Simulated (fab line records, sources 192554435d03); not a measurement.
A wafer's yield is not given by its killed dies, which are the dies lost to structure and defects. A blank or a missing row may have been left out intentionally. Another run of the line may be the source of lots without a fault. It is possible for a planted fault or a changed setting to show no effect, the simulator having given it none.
fab line records ; flow n5Finfet
record lots=6; wafers=18; lastDay=16
route steps=1938 shown BEOL_M12@1605
lots that met no fault: taken from a fault-free run of the same line
startH: start of the lot's first displayed wafer, in hours after the record's first day ; waitH: how many hours have passed since the lot's step before this one ; " repeats the value in the row above ; L1.1+2: one row covering several wafers at once ; - no value, or no start given ; * or withheld: withheld ; < > ~ a bound
route shown NAME@n: names a module that has steps shown in the file, with the first one's number in the route ; usual: mean/standard deviation of fault-free wafers ; same: alike in all rows ; chamber/n: place in a boat ; sites: readings site by site ; _std_site: standard deviation of those values ; _edge_site: mean of outer sites minus mean of inner sites ; radiusMm: for every site, how far away it sits from the centre of the wafer ; mask NAME#n: copy n ; behind: the tool/chamber that last shaped the wafer ; hold: cause of the lot's hold/its duration in hours/its outcome ; device: the n, p or np transistor that did not switch ; end of line: the same wafers' tests at the end of the route ; a step without rows: its recipe alone ; killed: not the wafer's yield, but the dies lost to structure and defects at the first sort ; map: per-die view of a wafer (x killed, . not killed, _ where there is no die)
set.NAME: setting as actually run; set.NAME@STEP: the setting as run at that earlier step ; model.NAME: the simulator's own value behind a step, which no gauge read
a table for each step, a row for each wafer; lots at some steps of the route
services: from which hour (startH, from the record's first day; less than 0 if before it) a tool's chamber was out of use, for how many hours, and why
## steps
# step N5_BEOL_M12_COAT_04
# recipe spinRpm=1625; resistThkNm=400
# step N5_BEOL_M12_EBR_06
# recipe solvent=PGMEA; ebrWidthMm=1.5
# step N5_BEOL_M12_SOFTBAKE_05
# recipe tempC=130; timeS=60
# step N5_BEOL_M12_EXPOSE_07
# recipe maskId=V11; na=0.93; sourceShape=conventional; sigmaOuter=0.6; polarization=unpolarized; attpsmPhaseDeg=180; doseMj=32.5
# step N5_BEOL_M12_PEB_08
# recipe pebTempC=130; pebTimeS=90
# step N5_BEOL_M12_DEVELOP_09
# recipe developTimeS=45; rinseLiquid=diw; dry=airSpin; devTempC=21
# step N5_BEOL_M12_HARDBAKE_14
# recipe tempC=130; timeS=120
# step N5_BEOL_M12_CD_MEAS_10
# recipe targetCdNm=140; landingEnergyEv=500; detector=seInlens; polarity=opening
# usual cdNm=138.3/1.8
lot.wafer;tool;chamber;startH;waitH;cdNm
L734.2;cdSem-02;0;261.73;-;139.8
L734.4;cdSem-02;0;261.73;-;136.0
L734.5;cdSem-02;0;261.73;-;136.6
L737.1;cdSem-01;0;261.88;-;139.8
L737.4;cdSem-01;0;261.88;-;137.2
L737.6;cdSem-01;0;261.88;-;137.4
L735.2;cdSem-02;0;269.79;-;138.6
L735.4;cdSem-02;0;269.79;-;139.2
L735.5;cdSem-02;0;269.79;-;138.9
L736.2;cdSem-03;0;271.64;-;140.4
L736.4;cdSem-03;0;271.64;-;137.1
L736.6;cdSem-03;0;271.64;-;141.3
L747.1;cdSem-02;0;327.76;-;138.4
L747.5;cdSem-02;0;327.76;-;136.4
L747.6;cdSem-02;0;327.76;-;137.4
L751.2;cdSem-01;0;356.68;-;137.6
L751.5;cdSem-01;0;356.68;-;138.3
L751.6;cdSem-01;0;356.68;-;139.7
# step N5_BEOL_M12_OVL_MEAS_11
# recipe pointsPerWafer=44
# usual V11_OVL=1/5.1
lot.wafer;tool;chamber;startH;waitH;V11_OVL[nm]
L734.2;overlay-02;0;261.75;0.0;6
L734.4;overlay-02;0;261.75;0.0;9
L734.5;overlay-02;0;261.75;0.0;7
L737.1;overlay-02;0;261.91;0.0;-3
L737.4;overlay-02;0;261.91;0.0;-6
L737.6;overlay-02;0;261.91;0.0;-1
L735.2;overlay-02;0;269.82;0.0;1
L735.4;overlay-02;0;269.82;0.0;4
L735.5;overlay-02;0;269.82;0.0;-3
L736.2;overlay-02;0;271.67;0.0;1
L736.4;overlay-02;0;271.67;0.0;-1
L736.6;overlay-02;0;271.67;0.0;0
L747.1;overlay-01;0;327.79;0.0;-7
L747.5;overlay-01;0;327.79;0.0;0
L747.6;overlay-01;0;327.79;0.0;3
L751.2;overlay-02;0;356.71;0.0;-2
L751.5;overlay-02;0;356.71;0.0;-4
L751.6;overlay-02;0;356.71;0.0;-4
# step N5_BEOL_M12_INSPECT_12
# recipe mode=adi; inspectInstrument=macro
# usual rawDefectCount=2.1/1.3
lot.wafer;tool;chamber;startH;waitH;rawDefectCount
L734.2;defectInspect-02;-;261.78;0.0;3
L734.4;defectInspect-02;-;261.78;0.0;1
L734.5;defectInspect-02;-;261.78;0.0;0
L737.1;defectInspect-02;-;261.93;0.0;0
L737.4;defectInspect-02;-;261.93;0.0;2
L737.6;defectInspect-02;-;261.93;0.0;0
L735.2;defectInspect-02;-;269.94;0.1;4
L735.4;defectInspect-02;-;269.94;0.1;3
L735.5;defectInspect-02;-;269.94;0.1;3
L736.2;defectInspect-02;-;271.69;0.0;4
L736.4;defectInspect-02;-;271.69;0.0;2
L736.6;defectInspect-02;-;271.69;0.0;1
L747.1;defectInspect-01;-;327.82;0.0;3
L747.5;defectInspect-01;-;327.82;0.0;4
L747.6;defectInspect-01;-;327.82;0.0;3
L751.2;defectInspect-02;-;356.74;0.0;4
L751.5;defectInspect-02;-;356.74;0.0;4
L751.6;defectInspect-02;-;356.74;0.0;3
# step N5_BEOL_M12_DESCUM_15
# recipe chemistry=O2; timeS=7.9; sourcePowerW=50; biasPowerW=20; pressureMtorr=20; rfFrequencyHz=2.712e+07; tempC=40; o2FlowSccm=225
# usual chamberPressureMTorr=19.998/0.017; drypumpMotorCurrentA=5.7/0.56; oesProductAu=0.82/0.086; rfVppV=243.5/1.3; showerheadPlenumPTorr=2.11/0.079; throttleValvePct=20.45/0.2
lot.wafer;tool;chamber;startH;waitH;chamberPressureMTorr;drypumpMotorCurrentA;oesProductAu;rfHoursCounterH;rfVppV;showerheadPlenumPTorr;throttleValvePct
L734.2;rieDiel-04;2;261.85;0.1;19.982;5.6;0.91;31;242.6;2.03;20.25
L734.4;rieDiel-04;3;261.85;0.1;20.004;6.2;0.75;155;241.9;2.00;20.70
L734.5;rieDiel-04;3;261.85;0.1;19.998;6.2;0.75;-;241.5;2.00;20.69
L737.1;rieDiel-06;2;261.97;0.0;19.991;5.1;0.78;119;244.9;2.22;20.32
L737.4;rieDiel-06;1;261.97;0.0;20.000;4.8;0.69;238;242.4;2.03;20.44
L737.6;rieDiel-06;2;261.97;0.0;19.957;5.1;0.77;-;243.4;2.22;20.31
L735.2;rieDiel-04;3;269.97;0.0;20.008;6.2;0.75;158;241.8;2.00;20.68
L735.4;rieDiel-04;2;269.97;0.0;20.012;5.7;0.90;34;241.2;2.03;20.25
L735.5;rieDiel-04;2;269.97;0.0;19.986;5.7;0.90;-;242.6;2.03;20.25
L736.2;rieDiel-04;3;271.72;0.0;19.999;6.2;0.74;158;240.5;2.00;20.69
L736.4;rieDiel-04;1;271.72;0.0;19.972;5.9;0.93;10;243.6;2.16;20.79
L736.6;rieDiel-04;1;271.72;0.0;20.001;5.9;0.94;-;244.3;2.16;20.79
L747.1;rieDiel-04;2;327.85;0.0;19.995;5.7;0.86;57;242.7;2.02;20.31
L747.5;rieDiel-04;1;327.85;0.0;20.005;5.8;0.88;-;244.9;2.15;20.82
L747.6;rieDiel-04;2;327.85;0.0;19.993;5.6;0.86;-;241.3;2.02;20.30
L751.2;rieDiel-04;0;356.91;0.2;19.991;6.7;0.68;248;244.4;2.12;20.35
L751.5;rieDiel-04;1;356.91;0.2;20.014;5.9;0.86;-;245.1;2.15;20.82
L751.6;rieDiel-04;0;356.91;0.2;19.989;6.7;0.67;-;244.3;2.12;20.36
# step N5_BEOL_M12_ETCH_59
# recipe chemistry=N2/H2; target=BARC; targetDepthA=890; overetchA=267; timeS=67.9; ionEnergyEv=200; pressureMtorr=30; sourceW=840; biasW=150; n2FlowSccm=200; h2FlowSccm=200
# usual biasW=150.1/0.45; chamberPressureMTorr=30.003/0.028; drypumpMotorCurrentA=5.7/0.56; oesProductAu=0.70/0.07; rfVppV=524.4/2.5; showerheadPlenumPTorr=2.56/0.09; throttleValvePct=17.91/0.2
lot.wafer;tool;chamber;startH;waitH;biasW;chamberPressureMTorr;drypumpMotorCurrentA;oesProductAu;rfHoursCounterH;rfVppV;showerheadPlenumPTorr;throttleValvePct
L734.2;rieDiel-04;2;261.89;0.0;150.5;29.979;5.7;0.77;31;523.1;2.48;17.71
L734.4;rieDiel-04;3;261.89;0.0;150.7;29.985;6.2;0.64;155;520.5;2.43;18.27
L734.5;rieDiel-04;3;261.89;0.0;150.2;30.013;6.2;0.64;-;519.7;2.43;18.28
L737.1;rieDiel-06;2;262.01;0.0;150.0;29.972;5.1;0.65;119;527.5;2.67;17.77
L737.4;rieDiel-06;1;262.01;0.0;150.2;30.001;4.8;0.59;238;522.0;2.49;17.98
L737.6;rieDiel-06;2;262.01;0.0;150.2;29.981;5.1;0.65;-;526.5;2.67;17.78
L735.2;rieDiel-04;3;270.01;0.0;149.9;29.992;6.2;0.63;158;522.8;2.43;18.27
L735.4;rieDiel-04;2;270.01;0.0;150.1;29.986;5.7;0.75;34;522.0;2.47;17.73
L735.5;rieDiel-04;2;270.01;0.0;149.5;30.011;5.7;0.77;-;523.2;2.47;17.72
L736.2;rieDiel-04;3;271.76;0.0;150.0;30.036;6.3;0.63;158;521.2;2.43;18.28
L736.4;rieDiel-04;1;271.76;0.0;150.4;30.012;5.9;0.80;10;526.9;2.59;17.97
L736.6;rieDiel-04;1;271.76;0.0;149.5;29.970;5.9;0.80;-;525.4;2.59;17.98
L747.1;rieDiel-04;2;327.89;0.0;149.9;30.036;5.7;0.74;57;521.2;2.47;17.77
L747.5;rieDiel-04;1;327.89;0.0;149.7;30.021;5.9;0.76;-;524.7;2.58;18.01
L747.6;rieDiel-04;2;327.89;0.0;150.0;29.965;5.7;0.73;-;523.3;2.47;17.78
L751.2;rieDiel-04;0;356.94;0.0;150.2;30.025;6.7;0.60;248;525.0;2.61;18.05
L751.5;rieDiel-04;1;356.94;0.0;149.9;30.006;5.9;0.74;-;526.6;2.58;18.03
L751.6;rieDiel-04;0;356.94;0.0;149.7;30.029;6.7;0.59;-;526.4;2.61;18.04
# step N5_BEOL_M12_VIA_ETCH_16
# recipe chemistry=C4F8/O2/Ar; target=SiOC; pressureMtorr=30; sourceW=3000; biasW=700; Ar_flow_sccm=400; C4F8_flow_sccm=15; O2_flow_sccm=8; heInnerTorr=15; heOuterTorr=30; targetDepthA=7248; timeS=withheld; ionEnergyEv=250; ends=cleared
# usual C4F8_flow_sccm=15.00/0.04; O2_flow_sccm=8.002/0.023; biasW=699.8/2.2; chamberPressureMTorr=30.001/0.029; drypumpMotorCurrentA=5.7/0.56; oesProductAu=0.74/0.077; rfVppV=666/3.1; showerheadPlenumPTorr=3.44/0.12; throttleValvePct=24.22/0.29
lot.wafer;tool;chamber;startH;waitH;C4F8_flow_sccm;O2_flow_sccm;biasW;chamberPressureMTorr;drypumpMotorCurrentA;oesProductAu;rfVppV;showerheadPlenumPTorr;throttleValvePct;model.coat_of_BEOL_M12_COAT_04.thkNm
L734.2;rieDiel-04;2;261.94;0.0;14.92;8.019;702.4;29.984;5.7;0.82;664;3.30;23.92;126.2
L734.4;rieDiel-04;3;261.94;0.0;14.99;8.002;702.0;30.022;6.2;0.68;661;3.32;24.72;125.2
L734.5;rieDiel-04;3;261.94;0.0;15.05;7.993;702.2;30.042;6.2;0.68;662;3.32;24.72;124.6
L737.1;rieDiel-06;2;262.06;0.0;-;-;-;-;-;-;-;-;-;319.2
L737.4;rieDiel-06;1;262.06;0.0;-;-;-;-;-;-;-;-;-;318.2
L737.6;rieDiel-06;2;262.06;0.0;-;-;-;-;-;-;-;-;-;319.2
L735.2;rieDiel-04;3;270.06;0.0;-;-;-;-;-;-;-;-;-;318.6
L735.4;rieDiel-04;2;270.06;0.0;-;-;-;-;-;-;-;-;-;319.8
L735.5;rieDiel-04;2;270.06;0.0;-;-;-;-;-;-;-;-;-;319.4
L736.2;rieDiel-04;3;271.81;0.0;15.01;8.019;699.2;29.992;6.2;0.68;661;3.32;24.72;129.2
L736.4;rieDiel-04;1;271.81;0.0;15.02;7.988;696.6;30.018;5.9;0.85;669;3.50;24.54;118.6
L736.6;rieDiel-04;1;271.81;0.0;15.03;7.963;694.5;30.031;5.9;0.84;668;3.50;24.53;119.6
L747.1;rieDiel-04;2;327.94;0.0;14.99;8.027;700.3;30.005;5.7;0.79;664;3.28;23.96;129.2
L747.5;rieDiel-04;1;327.94;0.0;14.98;8.061;699.9;29.973;5.9;0.80;667;3.49;24.57;117.4
L747.6;rieDiel-04;2;327.94;0.0;14.95;7.978;700.0;29.997;5.7;0.78;664;3.28;23.95;125.8
L751.2;rieDiel-04;0;356.99;0.0;15.00;8.047;703.1;30.023;6.7;0.62;667;3.50;24.23;125.8
L751.5;rieDiel-04;1;356.99;0.0;15.06;8.022;702.6;29.999;5.9;0.78;667;3.49;24.56;120.6
L751.6;rieDiel-04;0;356.99;0.0;14.96;8.029;701.6;29.965;6.7;0.61;667;3.50;24.23;120.4
# step N5_BEOL_M12_STRIP_63
# recipe chemistry=N2/H2; powerW=1000; tempC=250; h2Frac=0.65; overashFraction=0.3; pressureMtorr=1000; n2FlowSccm=1750; h2FlowSccm=3250
# usual chamberPressureMTorr=999.9/0.9; drypumpMotorCurrentA=5.67/0.052; heaterPowerW=341/22; oesProductAu=0.693/0.0048; stripTimeToEndpointS=42.7/1.1
lot.wafer;tool;chamber;startH;waitH;chamberPressureMTorr;drypumpMotorCurrentA;heaterPowerW;oesProductAu;rfHoursCounterH;stripTimeToEndpointS
L734.2;plasmaAsher-02;0;262.14;-;1000.2;5.69;361;0.688;63;43.3
L734.4;plasmaAsher-02;0;262.14;-;1001.5;5.70;360;0.701;-;43.1
L734.5;plasmaAsher-02;0;262.14;-;999.5;5.72;361;0.695;-;42.9
L737.1;plasmaAsher-02;0;262.32;-;998.4;5.71;354;0.856;63;93.3
L737.4;plasmaAsher-02;1;262.32;-;998.5;5.74;370;0.857;-;93.1
L737.6;plasmaAsher-02;0;262.32;-;999.7;5.68;361;0.867;-;93.3
L735.2;plasmaAsher-02;0;270.26;-;997.5;5.71;357;0.851;65;93.2
L735.4;plasmaAsher-02;0;270.26;-;1000.3;5.71;365;0.852;-;93.5
L735.5;plasmaAsher-02;0;270.26;-;999.7;5.68;372;0.861;-;93.3
L736.2;plasmaAsher-01;0;272.01;-;1001.0;5.64;317;0.705;139;44.2
L736.4;plasmaAsher-01;1;272.01;-;999.5;5.66;331;0.699;-;41.3
L736.6;plasmaAsher-01;0;272.01;-;1000.1;5.62;317;0.697;-;41.6
L747.1;plasmaAsher-02;1;328.14;-;999.2;5.72;379;0.704;77;44.1
L747.5;plasmaAsher-02;0;328.14;-;999.9;5.69;363;0.701;-;41.0
L747.6;plasmaAsher-02;1;328.14;-;1001.5;5.73;365;0.696;-;43.2
L751.2;plasmaAsher-01;1;357.19;-;999.6;5.59;332;0.698;154;43.3
L751.5;plasmaAsher-01;1;357.19;-;1001.2;5.63;315;0.692;-;41.8
L751.6;plasmaAsher-01;0;357.19;-;1000.6;5.60;317;0.689;-;41.8
# step N5_BEOL_M12_STRIP_64
# recipe chemistry=N2/H2; powerW=1000; tempC=250; h2Frac=0.65; overashFraction=0.3; pressureMtorr=withheld; n2FlowSccm=1750; h2FlowSccm=3250
# usual drypumpMotorCurrentA=5.67/0.053; heaterPowerW=342/22; oesProductAu=0.714/0.0047; stripTimeToEndpointS=31.26/0.088
lot.wafer;tool;chamber;startH;waitH;drypumpMotorCurrentA;heaterPowerW;oesProductAu;rfHoursCounterH;stripTimeToEndpointS
L734.2;plasmaAsher-02;0;262.20;0.0;5.71;361;0.719;63;31.19
L734.4;plasmaAsher-02;0;262.20;0.0;5.67;359;0.715;-;31.18
L734.5;plasmaAsher-02;0;262.20;0.0;5.74;359;0.712;-;31.18
L737.1;plasmaAsher-02;0;262.38;0.0;5.69;365;0.710;63;31.33
L737.4;plasmaAsher-02;1;262.38;0.0;5.70;364;0.718;-;31.32
L737.6;plasmaAsher-02;0;262.38;0.0;5.69;366;0.714;-;31.30
L735.2;plasmaAsher-02;0;270.32;0.0;5.69;364;0.714;65;31.13
L735.4;plasmaAsher-02;0;270.32;0.0;5.68;360;0.710;-;31.21
L735.5;plasmaAsher-02;0;270.32;0.0;5.69;351;0.720;-;31.24
L736.2;plasmaAsher-01;0;272.07;0.0;5.66;320;0.706;139;31.26
L736.4;plasmaAsher-01;1;272.07;0.0;5.63;331;0.720;-;31.24
L736.6;plasmaAsher-01;0;272.07;0.0;5.64;319;0.720;-;31.22
L747.1;plasmaAsher-02;1;328.20;0.0;5.73;370;0.716;77;31.33
L747.5;plasmaAsher-02;0;328.20;0.0;5.69;359;0.715;-;31.21
L747.6;plasmaAsher-02;1;328.20;0.0;5.72;365;0.712;-;31.24
L751.2;plasmaAsher-01;1;357.25;0.0;5.60;334;0.717;154;31.33
L751.5;plasmaAsher-01;1;357.25;0.0;5.60;330;0.717;-;31.29
L751.6;plasmaAsher-01;0;357.25;0.0;5.64;318;0.707;-;31.31
# step N5_BEOL_M12_STRIP_71
# recipe chemistry=postEtchResidueRemover; timeS=60; tempC=25; removerPh=withheld; removerWaterWtPct=withheld; removerFluorideWtPct=withheld
# step N5_BEOL_M12_SRD_72
# recipe timeS=30; tempC=23; rinseLiquid=diw; dry=n2Spin; spinRpm=1500; dryTimeS=30
# step N5_BEOL_M12_CD_MEAS_17
# recipe targetCdNm=140; polarity=opening
# usual cdNm=138.2/2
lot.wafer;tool;chamber;startH;waitH;cdNm
L734.2;cdSem-03;-;262.35;0.0;141.5
L734.4;cdSem-03;-;262.35;0.0;137.7
L734.5;cdSem-03;-;262.35;0.0;139.0
L737.1;cdSem-01;-;262.57;0.0;-
L737.4;cdSem-01;-;262.57;0.0;-
L737.6;cdSem-01;-;262.57;0.0;-
L735.2;cdSem-02;-;270.47;0.0;-
L735.4;cdSem-02;-;270.47;0.0;-
L735.5;cdSem-02;-;270.47;0.0;-
L736.2;cdSem-01;-;272.23;0.0;140.7
L736.4;cdSem-01;-;272.23;0.0;136.4
L736.6;cdSem-01;-;272.23;0.0;140.6
L747.1;cdSem-02;-;328.35;0.0;138.2
L747.5;cdSem-02;-;328.35;0.0;134.7
L747.6;cdSem-02;-;328.35;0.0;137.4
L751.2;cdSem-03;-;357.40;0.0;135.5
L751.5;cdSem-03;-;357.40;0.0;139.1
L751.6;cdSem-03;-;357.40;0.0;139.3
# step N5_BEOL_M12_COAT_65
# recipe resist=SOC; tempC=250; timeS=60; spinRpm=1500; resistThkNm=300
## services
tool;chamber;startH;hours;kind
plasmaAsher-01;-;254.64;2.8;pm
rieDiel-06;1;300.87;-;clean
rieDiel-06;1;300.87;-;consumableReplace:focusRing
rieDiel-06;1;300.87;19.6;scheduledDown
rieDiel-06;1;300.87;19.6;ventCycle
plasmaAsher-01;-;333.34;2.2;repair
rieDiel-06;0;336.10;14.8;repair
## key
firstSign step=N5_BEOL_M12_VIA_ETCH_16; reading=toolRecord; direction=missing
effect step=N5_BEOL_M12_STRIP_63; reading=stripTimeToEndpointS; direction=up; sigmas=47; usual=*; struck=*
effect step=N5_BEOL_M12_CD_MEAS_17; reading=cdNm; direction=missing
modelEffect step=N5_BEOL_M12_VIA_ETCH_16; value=coat_of_BEOL_M12_COAT_04.thkNm; without=126.7; struck=319.1
metAt N5_BEOL_M12_VIA_ETCH_16
struckWafers L735.2,L735.4,L735.5,L737.1,L737.4,L737.6
laterRowsLeftOut L735.2,L735.4,L735.5,L737.1,L737.4,L737.6
sortLeftOut L735.2,L735.4,L735.5,L737.1,L737.4,L737.6
onsetBetween 261.94 262.06
fault kind=skippedStepWhole; tool=rieDiel-04,rieDiel-06; chamber=-; onsetH=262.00; steps=N5_BEOL_M12_VIA_ETCH_16; scope=struckLotsOnly
# sortLeftOut: the simulated sort isn't trusted on such a fault, so these wafers' sort isn't shown, and their yield isn't known
# laterRowsLeftOut: the simulator's readings of these wafers behind a module that went badly wrong aren't trusted and aren't shown, but for the sort
